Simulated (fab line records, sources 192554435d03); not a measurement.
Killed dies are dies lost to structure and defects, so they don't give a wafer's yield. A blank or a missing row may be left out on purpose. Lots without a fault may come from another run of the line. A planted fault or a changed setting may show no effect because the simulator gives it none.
Chamber matching | flow n5_finfet | N5_BEOL_M13_ETCH_38 on rie_diel-02: 4 sister chambers
The step etches SiCN in CF4/N2, target depth 67.5 nm, time 71.9 s. 16 wafers are shown with their chamber, then 8 later ones without.

WAFERS WITH THEIR CHAMBER
wafer  | chamber | drypump_motor_current_A (A) | showerhead_plenum_p_Torr (Torr) | throttle_valve_pct (%)
L080.2 | 1       | 5.6                         | 2.33                            | 15.18
L080.3 | 2       | 6.5                         | 2.12                            | 15.75
L080.6 | 1       | 5.6                         | 2.33                            | 15.18
L087.2 | 0       | 5.1                         | 2.29                            | 15.79
L087.5 | 0       | 5.1                         | 2.29                            | 15.78
L087.6 | 1       | 5.6                         | 2.32                            | 15.20
L088.1 | 1       | 5.6                         | 2.32                            | 15.21
L088.2 | 2       | 6.5                         | 2.12                            | 15.77
L088.6 | 3       | 5.8                         | 2.33                            | 15.09
L086.1 | 1       | 5.6                         | 2.32                            | 15.20
L086.3 | 2       | 6.5                         | 2.12                            | 15.78
L086.4 | 3       | 5.9                         | 2.32                            | 15.10
L089.1 | 0       | 5.1                         | 2.29                            | 15.80
L089.3 | 3       | 5.9                         | 2.32                            | 15.09
L089.5 | 1       | 5.6                         | 2.32                            | 15.21
L093.1 | 0       | 5.1                         | 2.29                            | 15.80

SIGNATURES (means of the wafers above)
reading                  | chamber 0 | chamber 1 | chamber 2 | chamber 3 | scatter within a chamber
drypump_motor_current_A  | 5.100     | 5.600     | 6.500     | 5.867     | 0.0236
showerhead_plenum_p_Torr | 2.2900    | 2.3233    | 2.1200    | 2.3233    | 0.00408
throttle_valve_pct       | 15.7925   | 15.1967   | 15.7667   | 15.0933   | 0.012
Rule: a wafer's distance from a chamber is the root of the sum, over the readings, of the square of ((its reading less the chamber's mean) divided by the reading's scatter). The wafer belongs to the nearest chamber; if the next one is less than 2 further off, it can't be placed. The scatter: the root of (the sum of the squares of (reading less its chamber's mean) over the shown wafers, divided by (wafers less chambers)).

WAFERS WITHOUT THEIR CHAMBER
wafer  | drypump_motor_current_A (A) | showerhead_plenum_p_Torr (Torr) | throttle_valve_pct (%)
L093.3 | 5.9                         | 2.32                            | 15.12
L093.4 | 6.5                         | 2.11                            | 15.80
L095.2 | 5.1                         | 2.29                            | 15.80
L095.3 | 5.8                         | 2.32                            | 15.13
L095.5 | 5.1                         | 2.29                            | 15.80
L096.1 | 5.1                         | 2.29                            | 15.82
L096.2 | 5.6                         | 2.32                            | 15.23
L096.5 | 5.9                         | 2.32                            | 15.12

WHICH CHAMBER EACH WENT THROUGH
wafer  | from the rows above | in truth
L093.3 | 3                   | 3
L093.4 | 2                   | 2
L095.2 | 0                   | 0
L095.3 | 3                   | 3
L095.5 | 0                   | 0
L096.1 | 0                   | 0
L096.2 | 1                   | 1
L096.5 | 3                   | 3
Placed correctly: 8 of 8. Can't be placed from these rows: 0. Placed wrongly: 0.
